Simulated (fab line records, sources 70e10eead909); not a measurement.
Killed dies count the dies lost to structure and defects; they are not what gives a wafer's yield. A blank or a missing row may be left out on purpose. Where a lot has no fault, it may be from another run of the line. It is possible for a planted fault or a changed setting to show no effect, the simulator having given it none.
fab line records	flow nand_harc
record lots=13	wafers=39	last_day=33
route steps=1302 shown P_BONDPAD@371 A_ZERO_WELL@398 END@1302
lots that met no fault: from a run of the same line without faults
start_h: hours from the record's first day to the start of the lot's first wafer shown	wait_h: hours from the lot's prior step to this one	" repeats the value in the row above	L1.1+2: a single row standing in for several wafers	- no value, or no start was given	* or withheld: withheld	< > ~ a bound
route shown NAME@n: a module of which the file shows steps, and the number in the route of the first	usual: average and standard deviation across the fault-free wafers	same: alike in all rows	chamber/n: place in a boat	sites: each site's reading	_std_site: how widely they spread, as a standard deviation	_edge_site: outer sites' mean less inner sites'	radius_mm: for every site, how far away it sits from the centre of the wafer	mask NAME#n: copy n	behind: the most recent tool/chamber to have shaped the wafer	hold: why the lot was held/for how many hours/how that ended	device: which transistor (n, p or np) failed to switch	end of line: the same wafers' tests at the end of the route	for a step that has no rows: nothing shown but its recipe	killed: dies that structure and defects cost at the first sort, which is not the same as the wafer's yield	map: the dies of a wafer, with x for killed, . for not killed, _ for no die there
set.NAME: the setting as run; set.NAME@STEP: as run at that earlier step	model.NAME: the simulator's own value behind a step, which no gauge read
route steps across a sampled set of lots; one table per step, one row per wafer
services: a tool's chamber out of use, with start hour (start_h, from the record's first day; less than 0 if before it), hours out, and reason
## steps
# step NHARC_P_BONDPAD_STRIP_15
# recipe o2_flow_sccm=500	ar_flow_sccm=0	bias_w=0	chemistry=O2
# usual drypump_motor_current_A=5.7/0.32	oes_product_au=0.997/0.012	rf_vpp_V=58.0/0.93	showerhead_plenum_p_Torr=3.61/0.15	throttle_valve_pct=17.037/0.009
lot.wafer	tool	chamber	start_h	wait_h	drypump_motor_current_A	oes_product_au	rf_hours_counter_h	rf_vpp_V	showerhead_plenum_p_Torr	throttle_valve_pct
L848.2	rie_diel-12	2	163.98	0.1	5.1	1.008	0.9	57.1	3.73	17.049
L848.5	"	3	"	"	5.7	0.996	-	58.4	3.76	17.050
L848.6	"	0	"	"	6.2	1.007	-	59.4	3.70	17.017
L849.2	rie_diel-12	3	171.46	0.1	5.7	0.991	1.4	57.4	3.76	17.032
L849.4	"	1	"	"	5.6	1.000	1.4	56.5	3.37	17.048
L849.6	"	3	"	"	5.7	0.991	-	57.8	3.76	17.033
L851.3	rie_diel-10	3	183.77	0.1	5.5	0.996	5.3	57.4	3.77	17.032
L851.2	"	0	"	"	5.8	0.984	5.3	57.6	3.75	17.041
L851.1	"	2	"	"	5.7	0.982	5.6	59.0	3.53	17.030
L852.3	rie_diel-01	3	193.06	0.1	5.3	0.994	11.1	56.6	3.70	17.039
L852.1	"	1	"	"	6.2	1.005	9.8	56.9	3.39	17.048
L852.5	"	0	"	"	5.8	0.999	-	58.9	3.60	17.039
L853.2	rie_diel-12	0	210.29	0.1	6.2	1.004	2.0	57.6	3.70	17.040
L853.3	"	2	"	"	5.1	1.011	2.4	59.4	3.73	17.062
L853.5	"	1	"	"	5.6	0.996	-	57.7	3.37	17.039
L855.2	rie_diel-10	0	233.60	0.1	5.8	0.987	7.8	58.9	3.75	17.023
L855.4	"	2	"	"	5.7	0.978	8.2	58.3	3.52	17.034
L855.5	"	0	"	"	5.8	0.984	-	58.3	3.75	17.048
L857.1	rie_diel-01	0	249.66	0.1	5.9	1.015	1.8	57.0	3.60	17.046
L857.4	"	2	"	"	5.3	0.998	2.3	57.6	3.41	17.042
L857.2	"	3	"	"	5.2	1.002	1.8	58.9	3.70	17.020
L858.3	rie_diel-01	1	253.51	0.1	6.2	0.991	1.5	56.7	3.39	17.026
L858.1	"	2	"	"	5.3	0.986	2.4	58.4	3.41	17.029
L858.4	"	3	"	"	5.3	1.000	1.9	59.0	3.70	17.035
L860.2	rie_diel-01	0	287.32	0.1	5.9	1.009	2.9	58.5	3.60	17.048
L860.1	"	1	"	"	6.2	0.985	2.5	58.4	3.39	17.033
L860.5	"	0	"	"	5.9	1.008	-	57.7	3.60	17.031
L865.3	rie_diel-12	0	329.05	0.1	6.3	0.994	1.1	56.4	3.70	17.033
L865.2	"	3	"	"	5.7	0.971	1.2	58.6	3.76	17.033
L865.6	"	0	"	"	6.2	0.996	-	58.4	3.70	17.034
L866.3	rie_diel-12	1	351.03	0.1	5.6	1.012	1.9	57.8	3.37	17.045
L866.1	"	3	"	"	5.7	0.984	1.8	58.0	3.76	17.042
L866.4	"	0	"	"	6.2	1.005	1.8	58.3	3.69	17.029
L868.2	rie_diel-12	0	352.73	0.1	6.2	1.005	1.8	57.9	3.69	17.033
L868.4	"	1	"	"	5.6	1.017	2.0	55.7	3.37	17.037
L868.3	"	2	"	"	5.1	1.036	2.0	57.8	3.73	17.033
L869.1	rie_diel-10	3	365.30	0.1	5.4	0.987	5.9	58.6	3.77	17.038
L869.2	"	0	"	"	5.8	1.008	6.1	58.0	3.74	17.050
L869.5	"	0	"	"	5.8	1.005	-	57.5	3.74	17.049
# step NHARC_P_BONDPAD_DEGAS_25
# recipe temp_c=300	time_s=60
# usual heater_power_w=473/48
lot.wafer	tool	chamber	start_h	wait_h	heater_power_w
L848.2	pvd_sputter-03	-	164.48	-	486
L848.6	"	-	"	"	484
L848.5	"	-	"	"	449
L849.2	pvd_sputter-01	-	172.03	-	459
L849.4	"	-	"	"	441
L849.6	"	-	"	"	505
L851.3	pvd_sputter-02	-	184.37	-	505
L851.1	"	-	"	"	534
L851.2	"	-	"	"	514
L852.3	pvd_sputter-03	-	193.62	-	515
L852.1	"	-	"	"	445
L852.5	"	-	"	"	415
L853.2	pvd_sputter-02	-	210.85	-	512
L853.3	"	-	"	"	489
L853.5	"	-	"	"	525
L855.4	pvd_sputter-03	-	234.15	-	423
L855.2	"	-	"	"	450
L855.5	"	-	"	"	413
L857.4	pvd_sputter-03	-	250.21	-	445
L857.1	"	-	"	"	428
L857.2	"	-	"	"	524
L858.1	pvd_sputter-02	-	254.06	-	522
L858.3	"	-	"	"	545
L858.4	"	-	"	"	518
L860.1	pvd_sputter-03	-	287.88	-	532
L860.2	"	-	"	"	427
L860.5	"	-	"	"	413
L865.3	pvd_sputter-02	-	329.60	-	564
L865.2	"	-	"	"	478
L865.6	"	-	"	"	563
L866.4	pvd_sputter-01	-	351.58	-	479
L866.3	"	-	"	"	429
L866.1	"	-	"	"	466
L868.3	pvd_sputter-02	-	353.28	-	496
L868.4	"	-	"	"	482
L868.2	"	-	"	"	548
L869.2	pvd_sputter-03	-	365.85	-	435
L869.1	"	-	"	"	512
L869.5	"	-	"	"	436
# step NHARC_A_ZERO_WELL_EXPOSE_07
# recipe na=0.55	dose_mj=33.85	mask_id=A_ZERO
# usual exposure_dose_mJ_cm2=33.82/0.037
lot.wafer	tool	chamber	start_h	wait_h	mask	exposure_dose_mJ_cm2
L848.2	krf_scanner-04	0	167.16	-	A_ZERO#0	33.84
L848.5	"	0	"	"	A_ZERO#0	33.81
L848.6	"	0	"	"	A_ZERO#0	33.86
L849.2	krf_scanner-04	0	174.69	-	A_ZERO#0	33.80
L849.4	"	0	"	"	A_ZERO#0	33.89
L849.6	"	0	"	"	A_ZERO#0	33.86
L851.1	krf_scanner-04	0	187.42	-	A_ZERO#0	33.92
L851.2	"	0	"	"	A_ZERO#0	33.88
L851.3	"	0	"	"	A_ZERO#0	33.86
L852.1	krf_scanner-02	0	196.38	-	A_ZERO#0	33.78
L852.3	"	0	"	"	A_ZERO#0	33.77
L852.5	"	0	"	"	A_ZERO#0	33.78
L853.2	krf_scanner-03	0	213.85	-	A_ZERO#0	33.83
L853.3	"	0	"	"	A_ZERO#0	33.75
L853.5	"	0	"	"	A_ZERO#0	33.76
L855.2	krf_scanner-02	0	236.97	-	A_ZERO#0	33.77
L855.4	"	0	"	"	A_ZERO#0	33.84
L855.5	"	0	"	"	A_ZERO#0	33.82
L857.1	krf_scanner-02	0	252.97	-	A_ZERO#0	35.33
L857.2	"	0	"	"	A_ZERO#0	35.31
L857.4	"	0	"	"	A_ZERO#0	35.36
L858.1	krf_scanner-02	0	256.73	-	A_ZERO#0	34.95
L858.3	"	0	"	"	A_ZERO#0	35.00
L858.4	"	0	"	"	A_ZERO#0	34.97
L860.1	krf_scanner-03	0	290.63	-	A_ZERO#0	33.80
L860.2	"	0	"	"	A_ZERO#0	33.80
L860.5	"	0	"	"	A_ZERO#0	33.81
L865.2	krf_scanner-04	0	332.39	-	A_ZERO#0	33.82
L865.3	"	0	"	"	A_ZERO#0	33.84
L865.6	"	0	"	"	A_ZERO#0	33.86
L866.1	krf_scanner-03	0	354.31	-	A_ZERO#0	33.83
L866.3	"	0	"	"	A_ZERO#0	33.89
L866.4	"	0	"	"	A_ZERO#0	33.86
L868.2	krf_scanner-03	0	355.97	-	A_ZERO#0	33.82
L868.3	"	0	"	"	A_ZERO#0	33.80
L868.4	"	0	"	"	A_ZERO#0	33.80
L869.1	krf_scanner-04	0	368.64	-	A_ZERO#0	33.87
L869.2	"	0	"	"	A_ZERO#0	33.82
L869.5	"	0	"	"	A_ZERO#0	33.84
# step NHARC_A_ZERO_WELL_RTA_16
# recipe temp_c=1000	time_s=10
# usual lamp_power_pct=28.8/1.7	lamp_zone_4_pct=28.8/1.7	wafer_temp_C_max=1005.5/1.2
lot.wafer	tool	chamber	start_h	wait_h	lamp_power_pct	lamp_zone_4_pct	wafer_temp_C_max
L848.2	rtp_anneal-02	0	168.59	-	30.7	30.7	1005.4
L848.5	"	0	"	"	30.7	30.7	1005.0
L848.6	"	0	"	"	30.7	30.7	1005.2
L849.2	rtp_anneal-02	0	176.13	-	30.7	30.7	1004.4
L849.4	"	0	"	"	30.7	30.7	1005.7
L849.6	"	0	"	"	30.6	30.7	1003.5
L851.1	rtp_anneal-01	0	188.83	-	27.3	27.3	1005.0
L851.2	"	0	"	"	27.2	27.2	1003.4
L851.3	"	0	"	"	27.2	27.2	1005.4
L852.1	rtp_anneal-02	0	197.80	-	30.6	30.7	1006.7
L852.3	"	0	"	"	30.6	30.6	1005.5
L852.5	"	0	"	"	30.7	30.6	1005.0
L853.2	rtp_anneal-01	0	215.29	-	27.2	27.2	1005.8
L853.3	"	0	"	"	27.3	27.3	1006.4
L853.5	"	0	"	"	27.2	27.3	1005.1
L855.2	rtp_anneal-01	0	238.63	0.3	27.3	27.2	1003.9
L855.4	"	0	"	"	27.3	27.3	1006.0
L855.5	"	0	"	"	27.2	27.2	1004.7
L857.1	rtp_anneal-01	0	254.40	-	27.2	27.2	1004.7
L857.2	"	0	"	"	27.2	27.2	1003.7
L857.4	"	0	"	"	27.2	27.2	1005.2
L858.1	rtp_anneal-02	0	258.14	-	30.6	30.6	1006.2
L858.3	"	0	"	"	30.7	30.7	1005.7
L858.4	"	0	"	"	30.7	30.7	1007.5
L860.1	rtp_anneal-01	0	292.05	-	27.2	27.3	1005.4
L860.2	"	0	"	"	27.2	27.3	1006.9
L860.5	"	0	"	"	27.2	27.3	1004.7
L865.2	rtp_anneal-02	0	333.92	-	30.7	30.7	1008.5
L865.3	"	0	"	"	30.7	30.7	1007.3
L865.6	"	0	"	"	30.8	30.7	1005.5
L866.1	rtp_anneal-01	0	355.77	-	27.2	27.3	1005.6
L866.3	"	0	"	"	27.3	27.3	1008.4
L866.4	"	0	"	"	27.3	27.2	1005.6
L868.2	rtp_anneal-02	0	357.41	-	30.7	30.7	1006.2
L868.3	"	0	"	"	30.7	30.7	1005.3
L868.4	"	0	"	"	30.7	30.7	1007.4
L869.1	rtp_anneal-01	0	370.05	-	27.3	27.3	1006.3
L869.2	"	0	"	"	27.3	27.2	1005.2
L869.5	"	0	"	"	27.3	27.3	1003.8
# step NHARC_END_SORT_01
# recipe temp_c=25
# usual killed_at_array=61/24	killed_at_other=1.2/1.3	killed_at_periphery=3.7/2.6	killed_dies=66/23	killed_open=3.3/1.8	killed_short=2.4/1.6
# same gross_dies=677
lot.wafer	tool	chamber	start_h	wait_h	killed_at_array	killed_at_other	killed_at_periphery	killed_dies	killed_open	killed_short
L849.2	prober-02	0	601.91	2.8	83	2	1	86	4	5
L849.4	prober-02	0	603.53	3.4	82	1	0	83	1	1
L849.6	prober-02	0	605.14	4.0	84	1	3	88	1	1
L853.2	prober-02	0	630.59	2.8	46	1	14	61	7	1
L853.3	prober-02	0	631.39	3.1	58	1	4	63	2	4
L853.5	prober-02	0	633.00	3.7	66	0	1	67	4	4
L860.1	prober-01	0	716.55	2.5	57	3	6	66	1	2
L860.2	prober-01	0	717.35	2.8	47	1	5	53	3	1
L860.5	prober-01	0	719.76	3.7	44	3	2	49	3	2
# killed by level:class
L849.2 A_CHANNEL_HOLE_D1:chamber_film_flake=27 A_SLIT:chamber_film_flake=26 A_CHANNEL_HOLE_D2:chamber_film_flake=7 A_CONTACT:chamber_film_flake=7 A_STAIRCASE:chamber_film_flake=4 A_CHANNEL_FILL_D2:geometric_particle:short=2 A_CHANNEL_FILL_D2:chamber_film_flake=2 THIN_TSV:chamber_film_flake=2
L849.4 A_CHANNEL_HOLE_D1:chamber_film_flake=37 A_SLIT:chamber_film_flake=24 A_CHANNEL_HOLE_D2:chamber_film_flake=6 A_CONTACT:chamber_film_flake=5 A_STAIRCASE:chamber_film_flake=4 A_DECK1_JOINT:chamber_film_flake=2 A_ONON_D2:geometric_particle:short=1 A_M1:geometric_particle:open=1
L849.6 A_CHANNEL_HOLE_D1:chamber_film_flake=36 A_SLIT:chamber_film_flake=24 A_CHANNEL_HOLE_D2:chamber_film_flake=8 A_CONTACT:chamber_film_flake=8 A_ZERO_WELL:chamber_film_flake=3 P_M1:chamber_film_flake=2 A_CHANNEL_FILL_D1:geometric_particle:short=1 A_CHANNEL_FILL_D1:geometric_particle:open=1
L853.2 A_SLIT:chamber_film_flake=24 A_CHANNEL_HOLE_D2:chamber_film_flake=14 P_GATE:chamber_film_flake=4 P_M0:geometric_particle:open=2 P_STI:chamber_film_flake=2 P_M0:chamber_film_flake=2 P_M1:chamber_film_flake=2 A_CHANNEL_HOLE_D1:chamber_film_flake=2
L853.3 A_SLIT:chamber_film_flake=31 A_CHANNEL_HOLE_D2:chamber_film_flake=12 A_CONTACT:chamber_film_flake=6 A_CHANNEL_HOLE_D1:chamber_film_flake=3 A_CHANNEL_FILL_D2:geometric_particle:short=2 A_SGD_CUT:geometric_particle:short=2 A_CHANNEL_FILL_D1:geometric_particle:open=1 A_CHANNEL_FILL_D2:geometric_particle:open=1
L853.5 A_SLIT:chamber_film_flake=32 A_CHANNEL_HOLE_D2:chamber_film_flake=14 A_CONTACT:chamber_film_flake=6 A_CHANNEL_HOLE_D1:chamber_film_flake=3 A_ONON_D1:geometric_particle:short=2 A_ONON_D1:geometric_particle:open=1 A_CHANNEL_FILL_D1:geometric_particle:short=1 A_CHANNEL_FILL_D2:geometric_particle:open=1
L860.1 A_CHANNEL_HOLE_D1:chamber_film_flake=42 A_STAIRCASE:chamber_film_flake=5 P_CONTACT:chamber_film_flake=4 A_CONTACT:chamber_film_flake=4 THIN_TSV:chamber_film_flake=3 A_SLIT:chamber_film_flake=2 A_ONON_D1:geometric_particle:open=1 A_ONON_D2:geometric_particle:short=1
L860.2 A_CHANNEL_HOLE_D1:chamber_film_flake=29 A_SLIT:chamber_film_flake=7 A_CONTACT:chamber_film_flake=4 A_STAIRCASE:chamber_film_flake=3 P_CONTACT:geometric_particle:open=2 P_M0:geometric_particle:open=1 A_ONON_D2:geometric_particle:short=1 P_GATE:chamber_film_flake=1
L860.5 A_CHANNEL_HOLE_D1:chamber_film_flake=31 A_SLIT:chamber_film_flake=3 THIN_TSV:chamber_film_flake=3 A_SGD_CUT:chamber_film_flake=2 A_CONTACT:chamber_film_flake=2 P_CONTACT:geometric_particle:open=1 A_CHANNEL_FILL_D1:geometric_particle:short=1 A_WL_FILL:geometric_particle:short=1
## services
tool	chamber	start_h	hours	kind
pvd_sputter-03	-	143.54	5.3	repair
pvd_sputter-03	-	170.03	10.0	pm
krf_scanner-02	-	179.07	0.4	repair
krf_scanner-04	-	182.00	4.0	pm
rie_diel-12	0	183.76	5.4	repair
rie_diel-01	0	185.87	6.5	repair
rie_diel-12	-	192.65	5.0	repair
rie_diel-01	-	203.96	9.0	pm
rie_diel-12	2	204.09	4.3	repair
krf_scanner-02	-	209.52	1.2	repair
rie_diel-01	1	213.72	9.4	repair
pvd_sputter-03	-	223.56	3.3	repair
rie_diel-12	0	227.09	19.7	repair
krf_scanner-03	-	234.09	4.0	pm
krf_scanner-02	-	266.02	4.0	pm
rie_diel-12	-	268.40	9.0	pm
pvd_sputter-02	-	282.00	10.0	pm
krf_scanner-04	-	313.46	0.6	repair
krf_scanner-04	-	315.37	3.7	repair
pvd_sputter-02	-	320.24	2.9	repair
pvd_sputter-03	-	348.03	10.0	pm
krf_scanner-04	-	354.00	4.0	pm
pvd_sputter-03	-	363.26	1.7	repair
rie_diel-12	1	363.71	4.1	repair
## key
first_sign step=NHARC_A_ZERO_WELL_EXPOSE_07	reading=exposure_dose_mJ_cm2	direction=up	sigmas=36	usual=33.82	struck=35.15
effect none on later readings
met_at NHARC_A_ZERO_WELL_EXPOSE_07
struck_lots L857,L858
tester_left_out L857,L858
loop_trim step=NHARC_A_ZERO_WELL_EXPOSE_07	setting=dose	lots=L858
not_acting_at NHARC_P_BONDPAD_STRIP_15,NHARC_P_BONDPAD_DEGAS_25,NHARC_A_ZERO_WELL_RTA_16
onset_between 236.97 252.97
fault kind=process_parameter_drift	tool=krf_scanner-02	chamber=-	onset_h=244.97	steps=NHARC_A_ZERO_WELL_EXPOSE_07	channel=dose_mj	offset=1.5054	shape=step	acts_in=these_recipes_only	stated=33.85
# tester_left_out: of these lots the tester's yield and bins aren't shown, on N5 and GAA mostly nor the transistor test; their killed dies are dies lost to structure and defects alone, not to doping, threshold or leakage, so they don't give the yield
# loop_trim: a control loop set the setting to another value than it would have without faults
